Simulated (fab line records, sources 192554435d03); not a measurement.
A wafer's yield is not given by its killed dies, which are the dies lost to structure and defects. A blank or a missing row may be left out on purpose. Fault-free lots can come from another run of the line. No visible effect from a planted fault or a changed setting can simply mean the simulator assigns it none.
Chamber matching :: flow n5 finfet :: N5_STI_FIN_REVEAL_ALD_00 on ald sin-04 has 4 sister chambers
The step deposits SiO2, target thk 1 nm, pulse time 1 s. 8 wafers are shown with their chamber, then 12 later ones without.

## EACH WAFER AND ITS CHAMBER
wafer: L078.5
chamber: 0
heater power w (W): 355
precursor pulse height rel: 0.977

wafer: L084.6
chamber: 0
heater power w (W): 351
precursor pulse height rel: 0.993

wafer: L085.4
chamber: 1
heater power w (W): 484
precursor pulse height rel: 1.005

wafer: L087.2
chamber: 2
heater power w (W): 570
precursor pulse height rel: 0.981

wafer: L087.5
chamber: 1
heater power w (W): 481
precursor pulse height rel: 0.969

wafer: L088.2
chamber: 3
heater power w (W): 396
precursor pulse height rel: 1.010

wafer: L088.3
chamber: 2
heater power w (W): 577
precursor pulse height rel: 1.029

wafer: L088.5
chamber: 3
heater power w (W): 389
precursor pulse height rel: 1.000

## WAFERS WITH NO CHAMBER GIVEN
wafer: L091.1
heater power w (W): 486
precursor pulse height rel: 0.974

wafer: L091.3
heater power w (W): 353
precursor pulse height rel: 1.023

wafer: L091.6
heater power w (W): 478
precursor pulse height rel: 0.989

wafer: L093.3
heater power w (W): 561
precursor pulse height rel: 1.001

wafer: L093.5
heater power w (W): 485
precursor pulse height rel: 1.012

wafer: L093.6
heater power w (W): 359
precursor pulse height rel: 0.988

wafer: L096.4
heater power w (W): 394
precursor pulse height rel: 0.999

wafer: L096.5
heater power w (W): 388
precursor pulse height rel: 1.010

wafer: L096.6
heater power w (W): 571
precursor pulse height rel: 0.983

wafer: L097.1
heater power w (W): 482
precursor pulse height rel: 1.042

wafer: L097.2
heater power w (W): 571
precursor pulse height rel: 1.013

wafer: L097.6
heater power w (W): 478
precursor pulse height rel: 0.997

## WHICH CHAMBER EACH ONE RAN IN
wafer: L091.1
from the rows above: 1
in truth: 1

wafer: L091.3
from the rows above: 0
in truth: 0

wafer: L091.6
from the rows above: 1
in truth: 1

wafer: L093.3
from the rows above: 2
in truth: 2

wafer: L093.5
from the rows above: 1
in truth: 1

wafer: L093.6
from the rows above: 0
in truth: 0

wafer: L096.4
from the rows above: 3
in truth: 3

wafer: L096.5
from the rows above: 3
in truth: 3

wafer: L096.6
from the rows above: 2
in truth: 2

wafer: L097.1
from the rows above: 1
in truth: 1

wafer: L097.2
from the rows above: 2
in truth: 2

wafer: L097.6
from the rows above: 1
in truth: 1
Correct placement for 12 of the 12. From these rows, 0 cannot be placed. Number placed wrongly: 0.
How it was worked out, from the rows above alone: a wafer's distance from a chamber is the root of the sum, over the readings, of the square of ((its reading less the chamber's mean) divided by the reading's scatter). The wafer belongs to the nearest chamber; if the next one is less than 2 further off, it can't be placed. A chamber's mean is the mean of its shown wafers. The scatter: the root of (the sum of the squares of (reading less its chamber's mean) over the shown wafers, divided by (wafers less chambers)).
